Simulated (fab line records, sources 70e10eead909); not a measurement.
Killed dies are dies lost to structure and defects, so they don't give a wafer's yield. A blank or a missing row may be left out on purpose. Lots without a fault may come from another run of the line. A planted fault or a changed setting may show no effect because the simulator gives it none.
A struck lot beside a sound one | flow nand_harc | 15 steps out of a route of 1302
Sound: wafers L992.2, L992.3, L992.5. Struck: wafer L999.2. (L999.1, L999.5 of the same lot were not struck and are left out.) The cause comes at the end.
At each step with rows: each side's tool, then ch and its chambers, then its first start. Under that, the readings that differ: sound wafers | struck wafers | difference of the means | sigmas: that difference in standard deviations of wafers without a fault.
alike: readings whose means differ by less than 2 such deviations, and words and numbers that are the same on both sides. not compared: withheld readings, readings that some wafer has no value for, bounds like >300 that may hide the same value, and numbers for which the record gives no deviation and whose values overlap.
The two part at a step that has a row with sigmas, a row that says differs or no value, or rows on one side only. Numbers that don't overlap but have no deviation are shown without sigmas and don't part them. A reading that every wafer of one side lacks parts them only if that side has two wafers or more.

first, 7 steps without rows for these wafers: NHARC_A_CONTACT_COAT_62 (time 65 s); NHARC_A_CONTACT_COAT_63 (resist thk 90 nm); NHARC_A_CONTACT_SOFTBAKE_64 (time 55 s); NHARC_A_CONTACT_EBR_65; NHARC_A_CONTACT_EXPOSE_66 (exposes mask A CC 2); NHARC_A_CONTACT_PEB_67 (peb time 65 s); NHARC_A_CONTACT_DEVELOP_68 (develop time 35 s).
NHARC_A_CONTACT_CD_MEAS_69: target cd 300 nm.
  sound on cd_sem-01 ch 0, day 27 09:59; struck on cd_sem-02 ch 0, day 28 06:56
  alike: cd_nm
NHARC_A_CONTACT_OVL_MEAS_70:
  sound on overlay-01, day 27 10:04; struck on overlay-02, day 28 07:02
  alike: overlay_x_nm, overlay_y_nm
NHARC_A_CONTACT_INSPECT_71:
  sound on defect_inspect-02, day 27 10:06; struck on defect_inspect-01, day 28 07:04
  reading          | sound       | struck | difference | sigmas
  raw_defect_count | 140 160 158 | 60     | -93        | -3
NHARC_A_CONTACT_DESCUM_74: chemistry O2, time 3 s.
  sound on rie_diel-11 ch 0,2,3, day 27 10:44; struck on rie_diel-11 ch 0, day 28 07:08
  reading                | sound                | struck | difference | sigmas
  throttle_valve_pct (%) | 11.304 11.288 11.304 | 11.317 | +0.018     | +2
  alike: drypump_motor_current_A, oes_product_au, rf_vpp_V, showerhead_plenum_p_Torr
  not compared: rf_hours_counter_h
NHARC_A_CONTACT_ETCH_75: etches the open film in CF4, target depth 39 nm, time 65 s.
  sound on rie_diel-11 ch 0,1,2, day 27 11:04; struck on rie_diel-11 ch 2, day 28 07:13
  alike: drypump_motor_current_A, oes_product_au, rf_vpp_V, showerhead_plenum_p_Torr, throttle_valve_pct
  not compared: rf_hours_counter_h
NHARC_A_CONTACT_ETCH_76: etches the open film in N2/H2, target depth 260 nm, time 475.3 s.
  sound on rie_diel-11 ch 0,2, day 27 12:25; struck on rie_diel-11 ch 3, day 28 07:18
  reading                     | sound             | struck | difference | sigmas
  drypump_motor_current_A (A) | 6.1 6.2 6.1       | 5.1    | -1.0       | -3
  oes_product_au (a.u.)       | 0.998 0.998 1.011 | 1.248  | +0.246     | +22
  alike: rf_vpp_V, showerhead_plenum_p_Torr, throttle_valve_pct
  not compared: rf_hours_counter_h
NHARC_A_CONTACT_ETCH_77: etches the open film in CF4/CHF3, target depth 108.9 nm, time 54.5 s.
  sound on rie_diel-11 ch 0,1,2; struck on rie_diel-11 ch 2
  alike: chf3_flow_sccm, drypump_motor_current_A, oes_product_au, rf_vpp_V, showerhead_plenum_p_Torr, throttle_valve_pct
  not compared: rf_hours_counter_h
-- the record jumps here: 2 days lie between the struck wafers' starts before and after (it left off in module A_CONTACT and takes up again in module END, whose first step shown is number 1302 of the route) --
NHARC_END_SORT_01:
  sound on prober-01 ch 0, day 30 05:50; struck on prober-02 ch 0, day 30 19:11
  reading      | sound | struck | difference | sigmas
  killed_short | 3 4 1 | 7      | +4         | +3
  alike: killed_at_array, killed_at_other, killed_at_periphery, killed_dies, killed_open

WHERE THEY PART
First at NHARC_A_CONTACT_INSPECT_71; last, within this record, at NHARC_END_SORT_01.

WHY: what the simulator had put in
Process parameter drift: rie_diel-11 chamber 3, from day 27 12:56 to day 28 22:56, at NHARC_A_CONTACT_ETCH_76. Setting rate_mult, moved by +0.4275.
